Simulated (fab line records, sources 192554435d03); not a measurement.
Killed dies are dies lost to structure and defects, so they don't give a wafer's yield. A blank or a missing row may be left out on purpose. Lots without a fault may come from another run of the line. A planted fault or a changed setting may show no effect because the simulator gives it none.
Which tool did it? | flow n5_finfet | 11 lots, 33 wafers sampled, at 5 steps of a route of 1938

WHAT THE GAUGES READ, wafer by wafer
N5_WELL_APT_OVL_MEAS_09.
lot  | measured    | on         | NWELL_OVL (nm)
L671 | day 1 20:05 | overlay-02 | -13 -11 -13
L672 | day 2 01:43 | overlay-02 | -5 -4 -2
L677 | day 3 07:38 | overlay-02 | 1 2 -4
L678 | day 3 13:55 | overlay-02 | -2 4 0
L680 | day 4 01:47 | overlay-02 | 1 -1 1
L686 | day 5 14:02 | overlay-01 | 1 -7 -1
L687 | day 5 19:50 | overlay-01 | 0 -4 -6
L688 | day 6 02:02 | overlay-01 | -4 4 -2
L689 | day 6 07:35 | overlay-02 | 1 1 4
L692 | day 7 01:46 | overlay-02 | -7 -10 -9
L693 | day 7 07:54 | overlay-02 | -2 -1 -3

N5_WELL_APT_CD_MEAS_25: target cd 200 nm.
lot  | measured    | on        | cd_nm (nm)
L671 | day 1 21:25 | cd_sem-03 | 199.0 199.7 199.9
L672 | day 2 03:58 | cd_sem-02 | 200.0 199.1 200.7
L677 | day 3 08:44 | cd_sem-03 | 202.3 201.5 199.3
L678 | day 3 15:03 | cd_sem-02 | 198.7 200.1 200.9
L680 | day 4 03:01 | cd_sem-02 | 198.6 200.8 200.9
L686 | day 5 15:08 | cd_sem-03 | 199.7 200.6 200.6
L687 | day 5 21:04 | cd_sem-01 | 197.5 198.3 197.9
L688 | day 6 03:10 | cd_sem-01 | 199.4 198.5 201.8
L689 | day 6 08:43 | cd_sem-03 | 201.5 200.8 200.0
L692 | day 7 03:02 | cd_sem-02 | 198.8 200.5 201.3
L693 | day 7 09:09 | cd_sem-01 | 203.9 202.7 202.9

N5_WELL_APT_INSPECT_27: inspects for defects (macro).
lot  | measured    | on                | raw_defect_count
L671 | day 1 21:28 | defect_inspect-01 | 2 2 1
L672 | day 2 04:02 | defect_inspect-01 | 1 3 2
L677 | day 3 08:47 | defect_inspect-01 | 3 4 2
L678 | day 3 15:06 | defect_inspect-02 | 1 2 0
L680 | day 4 03:04 | defect_inspect-02 | 2 2 4
L686 | day 5 15:11 | defect_inspect-02 | 3 0 0
L687 | day 5 21:08 | defect_inspect-02 | 3 1 2
L688 | day 6 03:13 | defect_inspect-02 | 2 3 2
L689 | day 6 08:47 | defect_inspect-01 | 3 2 4
L692 | day 7 03:05 | defect_inspect-01 | 1 5 1
L693 | day 7 09:13 | defect_inspect-01 | 1 1 1

N5_BEOL_M4_RC_MEAS_101.
lot  | measured     | on        | DIBL_N (mV/V)  | DIBL_P (mV/V)  | IOFF_N (nA/um)    | IOFF_P (nA/um) | ION_N (uA/um) | ION_P (uA/um) | SS_N (mV/dec)  | SS_P (mV/dec)  | VT_N (mV)         | VT_P (mV)
L671 | day 8 03:09  | prober-01 | 37.2 38.6 37.5 | 36.9 38.1 36.5 | 0.157 0.177 0.162 | 0.24 0.26 0.23 | 676 668 657   | 464 462 459   | 71.4 71.9 71.5 | 73.3 73.2 73.3 | 248.2 253.6 249.9 | -248 -247 -248
L672 | day 8 08:09  | prober-02 | 39.1 37.0 38.7 | 37.5 35.0 37.1 | 0.180 0.145 0.173 | 0.20 0.17 0.19 | 663 666 667   | 450 451 459   | 72.1 71.4 71.7 | 74.1 73.2 73.4 | 247.2 251.9 249.3 | -253 -254 -253
L677 | day 10 07:44 | prober-02 | 36.9 35.0 33.3 | 35.8 32.7 30.2 | 0.173 0.126 0.109 | 0.23 0.18 0.15 | 685 672 667   | 470 463 459   | 71.2 71.3 70.4 | 73.4 73.2 71.5 | 246.9 252.6 251.0 | -246 -253 -253
L678 | day 11 07:40 | prober-01 | 36.3 36.8 36.4 | 37.0 37.3 37.7 | 0.138 0.147 0.150 | 0.22 0.22 0.22 | 667 666 674   | 464 465 465   | 70.6 71.3 71.2 | 72.6 73.3 73.1 | 252.3 250.6 250.0 | -249 -247 -245
L680 | day 11 04:04 | prober-01 | 37.0 35.6 37.3 | 35.7 34.9 37.0 | 0.159 0.139 0.179 | 0.23 0.21 0.25 | 670 667 684   | 468 463 477   | 72.1 71.1 71.4 | 72.6 72.8 73.5 | 249.8 251.1 246.8 | -246 -246 -245
L686 | day 12 18:56 | prober-02 | 33.1 35.5 35.6 | 33.4 35.7 35.9 | 0.123 0.154 0.161 | 0.19 0.22 0.23 | 674 674 662   | 468 465 465   | 70.9 71.4 71.3 | 72.5 73.0 72.5 | 250.5 248.8 248.0 | -251 -247 -248
L687 | day 12 21:00 | prober-02 | 35.7 35.2 36.8 | 34.0 35.1 36.5 | 0.140 0.140 0.166 | 0.22 0.23 0.26 | 665 661 679   | 466 467 473   | 71.0 71.2 71.3 | 72.2 72.9 73.4 | 254.9 252.9 251.1 | -248 -247 -244
L688 | day 12 23:16 | prober-01 | 35.4 38.2 38.8 | 35.9 39.0 39.3 | 0.148 0.212 0.219 | 0.21 0.28 0.29 | 682 695 686   | 465 480 467   | 70.6 71.5 71.9 | 73.6 73.9 73.8 | 249.6 244.6 246.8 | -249 -244 -241
L689 | day 13 00:23 | prober-01 | 35.8 36.6 36.8 | 34.6 36.0 36.4 | 0.141 0.164 0.162 | 0.18 0.19 0.20 | 670 681 674   | 459 462 466   | 71.2 71.5 72.1 | 71.9 72.6 73.2 | 251.1 250.5 250.2 | -251 -250 -251
L692 | day 13 12:50 | prober-01 | 35.1 36.8 36.6 | 33.8 36.1 35.9 | 0.138 0.174 0.166 | 0.20 0.25 0.23 | 674 677 688   | 470 461 474   | 71.1 72.0 71.8 | 72.7 73.0 73.3 | 249.0 248.0 248.0 | -247 -247 -248
L693 | day 14 10:36 | prober-02 | 36.9 37.7 37.4 | 35.3 36.1 35.3 | 0.148 0.170 0.148 | 0.20 0.21 0.19 | 680 679 672   | 458 459 461   | 70.7 72.0 71.9 | 72.9 73.4 72.2 | 251.6 249.5 249.1 | -250 -251 -251

WHICH TOOL RAN EACH LOT (tool, then ch and the chambers of the sampled wafers, then the start)
lot  | N5_ZERO_LAYER_STRIP_19
L671 | wet_bench-06 ch 0,4,5, day 1 19:06
L672 | wet_bench-03 ch 3,5,7, day 2 00:59
L677 | wet_bench-04 ch 4,5,6, day 3 07:01
L678 | wet_bench-04 ch 3,4,5, day 3 13:19
L680 | wet_bench-04 ch 2,3,5, day 4 01:09
L686 | wet_bench-06 ch 1,2,7, day 5 13:18
L687 | wet_bench-04 ch 0,2,3, day 5 19:06
L688 | wet_bench-04 ch 1,4,6, day 6 01:17
L689 | wet_bench-06 ch 0,3,4, day 6 06:59
L692 | wet_bench-03 ch 0,2,7, day 7 00:59
L693 | wet_bench-03 ch 1,4,5, day 7 07:17
- N5_ZERO_LAYER_STRIP_19: strips in SPM, time 900 s.

WHAT THE TOOLS THEMSELVES READ (means of the sampled wafers that have a number; where no wafer has one, the mark that the record gives instead)
N5_ZERO_LAYER_STRIP_19.
lot  | tool         | bath_guard_temp_C (C) | bath_heat_duty_pct (%)
L671 | wet_bench-06 | 130.0                 | 14.7
L672 | wet_bench-03 | 129.8                 | 15.0
L677 | wet_bench-04 | 130.0                 | 15.1
L678 | wet_bench-04 | 130.0                 | 15.5
L680 | wet_bench-04 | 129.6                 | 15.3
L686 | wet_bench-06 | 129.9                 | 15.4
L687 | wet_bench-04 | -                     | -
L688 | wet_bench-04 | -                     | -
L689 | wet_bench-06 | -                     | -
L692 | wet_bench-03 | 129.6                 | 16.0
L693 | wet_bench-03 | 129.4                 | 15.8

THE ANSWER, worked out from the rows above alone
Rule: what is usual is taken from the lots themselves. Put in order of their means at a reading, lots are off if they are a third of the lots or fewer, leave a main group of 4 or more, and stand apart from it by a gap of 3 or more times the standard deviation of the main group's means; of several such gaps the widest counts. A main group whose means are all the same, to the digits that the tables above print for the reading, isn't used. A lot without any number at a reading at which 4 lots or more have one is off too. The other lots that the step has rows for count as sound. The gauges are gone through in route order, then the tools' own readings, and for those a lot's mean is taken as printed above. The first step at which some lot is off is used, and at that step the reading that is off furthest; a lot without a number counts as furthest.
Off: L687, L688, L689, at N5_ZERO_LAYER_STRIP_19 (bath_guard_temp_C). Without a number there: L687, L688, L689. The main group: mean 129.8 C, standard deviation 0.21.
A tool fits if, at that step or a process step before it, it ran every lot that is off, and no sound lot after the first of them. None of those tried fits.

WHAT THE SIMULATOR HAD PUT IN
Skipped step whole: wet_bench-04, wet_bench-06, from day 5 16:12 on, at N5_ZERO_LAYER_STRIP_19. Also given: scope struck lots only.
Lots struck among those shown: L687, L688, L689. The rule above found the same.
